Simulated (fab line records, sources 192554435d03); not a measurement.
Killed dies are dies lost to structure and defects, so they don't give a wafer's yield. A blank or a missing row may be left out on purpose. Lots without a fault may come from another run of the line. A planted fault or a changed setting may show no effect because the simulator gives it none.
Chamber matching | flow n5_finfet | N5_MOL_CONTACT_COAG_ALD_131 on ald_sin-02: 4 sister chambers
The step deposits SiO2, target thk 5 nm, pulse time 1 s, co reactant pulse time 1 s. 22 wafers are shown with their chamber, then 11 later ones without.

WAFERS WITH THEIR CHAMBER
wafer  | chamber | heater_power_w (W) | precursor_pulse_height_rel
L079.1 | 2       | 80                 | 0.983
L079.3 | 0       | 78                 | 0.989
L079.4 | 1       | 80                 | 0.972
L080.2 | 3       | 78                 | 0.993
L080.4 | 0       | 78                 | 1.015
L080.6 | 0       | 77                 | 0.969
L085.3 | 2       | 77                 | 1.007
L085.5 | 3       | 81                 | 0.980
L085.6 | 0       | 77                 | 1.015
L087.1 | 3       | 78                 | 0.987
L087.3 | 0       | 76                 | 0.988
L087.6 | 1       | 79                 | 1.002
L088.1 | 0       | 77                 | 1.009
L088.2 | 3       | 79                 | 1.017
L088.4 | 2       | 79                 | 1.015
L089.1 | 1       | 80                 | 0.986
L089.2 | 0       | 77                 | 1.027
L089.4 | 3       | 80                 | 1.065
L090.3 | 0       | 78                 | 1.028
L090.4 | 1       | 79                 | 0.980
L090.6 | 3       | 78                 | 0.995
L093.4 | 0       | 77                 | 1.007

SIGNATURES (means of the wafers above)
reading                    | chamber 0 | chamber 1 | chamber 2 | chamber 3 | scatter within a chamber
heater_power_w             | 77.22     | 79.50     | 78.67     | 79.00     | 0.978
precursor_pulse_height_rel | 1.00522   | 0.98500   | 1.00167   | 1.00617   | 0.0224
Rule: a wafer's distance from a chamber is the root of the sum, over the readings, of the square of ((its reading less the chamber's mean) divided by the reading's scatter). The wafer belongs to the nearest chamber; if the next one is less than 2 further off, it can't be placed. The scatter: the root of (the sum of the squares of (reading less its chamber's mean) over the shown wafers, divided by (wafers less chambers)).

WAFERS WITHOUT THEIR CHAMBER
wafer  | heater_power_w (W) | precursor_pulse_height_rel
L093.5 | 79                 | 0.986
L093.6 | 78                 | 0.986
L094.1 | 80                 | 1.023
L094.3 | 79                 | 0.982
L094.5 | 80                 | 1.016
L095.3 | 80                 | 0.998
L095.4 | 81                 | 0.990
L095.5 | 80                 | 1.001
L097.1 | 77                 | 1.008
L097.3 | 80                 | 0.993
L097.5 | 77                 | 1.002

WHICH CHAMBER EACH WENT THROUGH
wafer  | from the rows above               | in truth
L093.5 | can't be placed: 1 or 2 or 3 or 0 | 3
L093.6 | can't be placed: 2 or 0 or 3 or 1 | 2
L094.1 | can't be placed: 3 or 2 or 1 or 0 | 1
L094.3 | can't be placed: 1 or 2 or 3 or 0 | 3
L094.5 | can't be placed: 3 or 1 or 2 or 0 | 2
L095.3 | can't be placed: 1 or 3 or 2      | 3
L095.4 | can't be placed: 1 or 3 or 2      | 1
L095.5 | can't be placed: 1 or 3 or 2 or 0 | 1
L097.1 | can't be placed: 0 or 2 or 3      | 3
L097.3 | can't be placed: 1 or 3 or 2      | 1
L097.5 | can't be placed: 0 or 2 or 3      | 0
Placed correctly: 0 of 11. Can't be placed from these rows: 11 (the true chamber is among the candidates in 11). Placed wrongly: 0.
